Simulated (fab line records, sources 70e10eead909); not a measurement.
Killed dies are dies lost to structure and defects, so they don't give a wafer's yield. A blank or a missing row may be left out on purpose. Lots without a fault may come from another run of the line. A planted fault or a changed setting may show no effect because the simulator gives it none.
fab line records | flow nand_harc
record lots=6 wafers=18 last_day=31
route steps=1302 shown A_BLC@1132 A_M0@1137
lots that met no fault: from a run of the same line without faults
start_h: hours from the record's first day to the start of the lot's first wafer shown | wait_h: hours since the lot's step before | " the same as in the row above | L1.1+2: a row that stands for several wafers | - no value, or no start given | * or withheld: withheld | < > ~ a bound
route shown NAME@n: a module of which the file shows steps, and the number in the route of the first | usual: mean/standard deviation of fault-free wafers | same: alike in all rows | chamber/n: place in a boat | sites: the reading at each site | _std_site: their standard deviation | _edge_site: outer sites' mean less inner sites' | radius_mm: how far each site lies from the wafer's centre | mask NAME#n: copy n | behind: the tool/chamber that last shaped the wafer | hold: why the lot was held/for how many hours/how that ended | device: the transistor (n, p or np) that didn't switch | end of line: the same wafers' tests at the end of the route | a step without rows: its recipe alone | killed: dies lost to structure and defects at the first sort, not the wafer's yield | map: a wafer's dies, x killed, . not, _ none there
set.NAME: the setting as run; set.NAME@STEP: as run at that earlier step | model.NAME: the simulator's own value behind a step, which no gauge read
lots at some steps of the route; a table a step, a row a wafer
services: from which hour (start_h, from the record's first day; less than 0 if before it) a tool's chamber was out of use, for how many hours, and why
## steps
# step NHARC_A_BLC_CVD_24
# recipe target_thk_a=1500 temp_c=300 pressure_torr=40 wf6_flow_sccm=40 h2_flow_sccm=1600 ar_flow_sccm=1560 time_s=434 material=W
# usual chamber_pressure_Torr=40.01/0.08 heater_power_w=439/24 throttle_valve_pct=7.82/0.24
# columns lot.wafer tool chamber start_h wait_h chamber_pressure_Torr heater_power_w throttle_valve_pct
L482.2 cvd_w-01 1 - - 39.81 464 7.45
L482.3 " 1 " " 39.96 484 7.58
L482.6 " 1 " " 39.78 475 7.84
L485.4 cvd_w-01 0 - - 40.02 465 7.69
L485.5 " 0 " " 40.02 459 7.43
L485.6 " 1 " " 40.07 442 7.70
L486.1 cvd_w-02 0 - - 39.98 403 8.01
L486.3 " 1 " " 40.11 446 7.83
L486.4 " 0 " " 40.06 421 8.22
L490.1 cvd_w-02 1 - - 39.94 433 7.99
L490.4 " 1 " " 39.91 437 7.57
L490.5 " 1 " " 39.87 434 7.66
L496.3 cvd_w-02 0 - - 39.92 400 8.03
L496.4 " 1 " " 40.05 422 7.69
L496.5 " 0 " " 40.04 409 7.47
L495.1 cvd_w-01 0 - - 40.14 464 7.63
L495.3 " 1 " " 40.06 447 7.97
L495.5 " 1 " " 39.97 444 7.89
# step NHARC_A_BLC_CMP_25
# recipe t_overpolish_s=30 target_thk_nm=150
# usual motor_current_A=12.4/1.2 overpolish_run_s=30.000/0.0085 time_to_endpoint_s=30.3/2.8
# columns lot.wafer tool chamber start_h wait_h motor_current_A overpolish_run_s time_to_endpoint_s
L482.3 cmp-01 1 535.92 0.3 10.2 30.010 26.4
L482.2 " 2 " " 12.8 30.004 34.3
L482.6 " 1 " " 10.2 30.000 29.5
L485.4 cmp-01 0 560.84 0.4 13.6 30.007 27.2
L485.6 " 2 " " 12.7 30.014 33.9
L485.5 " 3 " " 12.5 29.996 32.3
L486.1 cmp-02 2 574.40 0.4 10.8 29.996 29.9
L486.3 " 3 " " 12.7 29.990 30.7
L486.4 " 0 " " 12.9 29.981 29.1
L490.4 cmp-02 1 646.45 0.3 13.2 29.995 29.1
L490.1 " 3 " " 12.8 29.991 31.9
L490.5 " 1 " " 12.2 29.989 30.5
L496.3 cmp-01 1 683.76 0.3 9.9 30.009 28.6
L496.4 " 0 " " 13.5 29.988 26.0
L496.5 " 2 " " 12.6 30.001 30.9
L495.1 cmp-02 1 691.05 0.5 12.1 30.002 27.1
L495.3 " 0 " " 12.8 30.000 35.0
L495.5 " 2 " " 11.8 30.008 31.1
# step NHARC_A_BLC_SRD_27
# step NHARC_A_BLC_INSPECT_28
# usual raw_defect_count=515/100
# columns lot.wafer tool chamber start_h wait_h raw_defect_count
L482.2 defect_inspect-02 - 536.33 0.1 309
L482.3 " - " " 465
L482.6 " - " " 515
L485.4 defect_inspect-02 - 561.20 0.1 339
L485.5 " - " " 586
L485.6 " - " " 444
L486.1 defect_inspect-01 - 574.78 0.1 390
L486.3 " - " " 527
L486.4 " - " " 453
L490.1 defect_inspect-02 - 646.85 0.1 513
L490.4 " - " " 434
L490.5 " - " " 516
L496.3 defect_inspect-01 - 684.16 0.1 533
L496.4 " - " " 476
L496.5 " - " " 435
L495.1 defect_inspect-02 - 691.46 0.1 359
L495.3 " - " " 487
L495.5 " - " " 474
# step NHARC_A_M0_DEP_00
# recipe target_thk_a=1500 target_thk_nm=150 temp_c=withheld pressure_torr=5 flow_sccm=200 rf_w=600 material=SiOC
# step NHARC_A_M0_DEHYDRATE_01
# recipe temp_c=150 time_s=120
# step NHARC_A_M0_HMDS_02
# recipe time_s=30
# step NHARC_A_M0_COAT_33
# recipe temp_c=200 time_s=65
# step NHARC_A_M0_COAT_03
# recipe spin_rpm=1500 resist_thk_nm=90
# step NHARC_A_M0_SOFTBAKE_04
# recipe temp_c=105 time_s=55
# step NHARC_A_M0_EBR_05
# step NHARC_A_M0_EXPOSE_06
# recipe na=1.35 target_cd_nm=80 dose_mj=83.25 mask_id=A_M0
# usual exposure_dose_mJ_cm2=83.25/0.084 focus_offset_nm=-0.1/0.52 na=1.35/0
# columns lot.wafer tool chamber start_h wait_h mask exposure_dose_mJ_cm2 focus_offset_nm na
L482.2 arfi_scanner-02 0 537.10 - A_M0#0 83.35 0.7 1.35
L482.3 " 0 " " A_M0#0 83.18 -0.1 1.35
L482.6 " 0 " " A_M0#0 83.35 -1.2 1.35
L485.4 arfi_scanner-02 - 561.97 - A_M0#0 - - -
L485.5 " - " " A_M0#0 - - -
L485.6 " - " " A_M0#0 - - -
L486.1 arfi_scanner-02 - 575.41 - A_M0#0 - - -
L486.3 " - " " A_M0#0 - - -
L486.4 " - " " A_M0#0 - - -
L490.1 arfi_scanner-01 0 647.49 - A_M0#0 83.17 -0.3 1.35
L490.4 " 0 " " A_M0#0 83.26 -0.4 1.35
L490.5 " 0 " " A_M0#0 83.28 -0.3 1.35
L496.3 arfi_scanner-02 0 684.93 - A_M0#0 83.21 0.2 1.35
L496.4 " 0 " " A_M0#0 83.23 -0.3 1.35
L496.5 " 0 " " A_M0#0 83.26 -0.8 1.35
L495.1 arfi_scanner-02 0 692.09 - A_M0#0 83.12 0.0 1.35
L495.3 " 0 " " A_M0#0 83.11 -0.4 1.35
L495.5 " 0 " " A_M0#0 83.08 0.2 1.35
# step NHARC_A_M0_PEB_07
# recipe peb_temp_c=100 peb_time_s=65
## services
# columns tool chamber start_h hours kind
cmp-02 - 515.09 3.7 repair
arfi_scanner-02 - 518.49 0.3 repair
cmp-02 - 526.66 4.0 pm
cmp-02 - 530.66 - consumable_replace:conditioner
cmp-02 - 530.66 - consumable_replace:pad
cvd_w-02 1 546.98 16.6 repair
cvd_w-01 - 547.00 13.0 pm
cvd_w-01 0 547.00 13.0 vent_cycle
cvd_w-01 1 547.00 13.0 vent_cycle
cvd_w-01 0 560.00 - clean
cvd_w-01 1 560.00 - clean
cmp-01 - 580.51 4.0 pm
cmp-01 - 584.51 - consumable_replace:conditioner
arfi_scanner-01 - 596.66 4.0 pm
cmp-02 - 615.01 12.4 repair
cvd_w-01 1 616.02 3.0 repair
arfi_scanner-02 - 624.72 0.2 repair
cvd_w-02 - 631.00 13.0 pm
arfi_scanner-02 - 656.01 4.0 pm
cmp-02 - 657.00 0.5 repair
cmp-01 - 663.97 1.4 repair
cvd_w-01 0 672.74 5.0 repair
cmp-01 - 678.51 4.0 pm
cmp-01 - 690.69 3.0 repair
## key
first_sign step=NHARC_A_M0_EXPOSE_06 reading=tool_record direction=missing
effect none on later readings
met_at NHARC_A_M0_EXPOSE_06
struck_wafers L485.4,L485.5,L485.6,L486.1,L486.3,L486.4
later_rows_left_out L485.4,L485.5,L485.6,L486.1,L486.3,L486.4
sort_left_out L485.4,L485.5,L485.6,L486.1,L486.3,L486.4
onset_between 537.10 561.97
fault kind=skipped_step_whole tool=arfi_scanner-02 chamber=- onset_h=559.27 steps=NHARC_A_M0_EXPOSE_06 scope=struck_lots_only
# sort_left_out: the simulated sort isn't trusted on such a fault, so these wafers' sort isn't shown, and their yield isn't known
# later_rows_left_out: the simulator's readings of these wafers behind a module that went badly wrong aren't trusted and aren't shown, but for the sort
